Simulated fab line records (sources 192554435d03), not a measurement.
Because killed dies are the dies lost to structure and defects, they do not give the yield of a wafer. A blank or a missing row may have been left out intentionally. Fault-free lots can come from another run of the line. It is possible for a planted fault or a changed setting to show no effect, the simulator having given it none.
Chamber matching + flow n5 finfet + N5_FIN_SAQP_ETCH_65 on rie si-05 has 4 sister chambers
The step etches SiO2 in CF4, target depth 4 nm, time 4.4 s. 4 wafers are shown with their chamber, then 8 later ones without.

## WAFERS WITH THEIR CHAMBER
| wafer  | chamber | throttle valve pct (%) |
|--------|---------|------------------------|
| L090.4 | 1       | 21.57                  |
| L092.4 | 0       | 21.76                  |
| L092.6 | 2       | 21.69                  |
| L094.1 | 3       | 22.25                  |

## WAFERS MISSING THEIR CHAMBER
| wafer  | throttle valve pct (%) |
|--------|------------------------|
| L094.2 | 21.56                  |
| L094.3 | 21.74                  |
| L095.1 | 22.23                  |
| L095.3 | 21.75                  |
| L095.5 | 21.75                  |
| L096.1 | 21.55                  |
| L096.5 | 21.56                  |
| L096.6 | 21.74                  |

## THE CHAMBER EACH PASSED THROUGH
| wafer  | from the rows above     | in truth |
|--------|-------------------------|----------|
| L094.2 | 1                       | 1        |
| L094.3 | can't be placed: 0 or 2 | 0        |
| L095.1 | 3                       | 3        |
| L095.3 | 0                       | 0        |
| L095.5 | 0                       | 0        |
| L096.1 | 1                       | 1        |
| L096.5 | 1                       | 1        |
| L096.6 | can't be placed: 0 or 2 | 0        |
Correct placement for 6 of the 8. From these rows, 2 cannot be placed; in 2 the true chamber is one of the candidates. Wrongly placed: 0.
How it was worked out, from the rows above alone: a wafer's distance from a chamber is the root of the sum, over the readings, of the square of ((its reading less the chamber's mean) divided by the reading's scatter). The wafer belongs to the nearest chamber; if the next one is less than 2 further off, it can't be placed. Each chamber's mean is taken over the wafers shown for it. The scatter: root of mean squared gap, hidden wafer to nearest shown wafer, with one shown wafer a chamber.
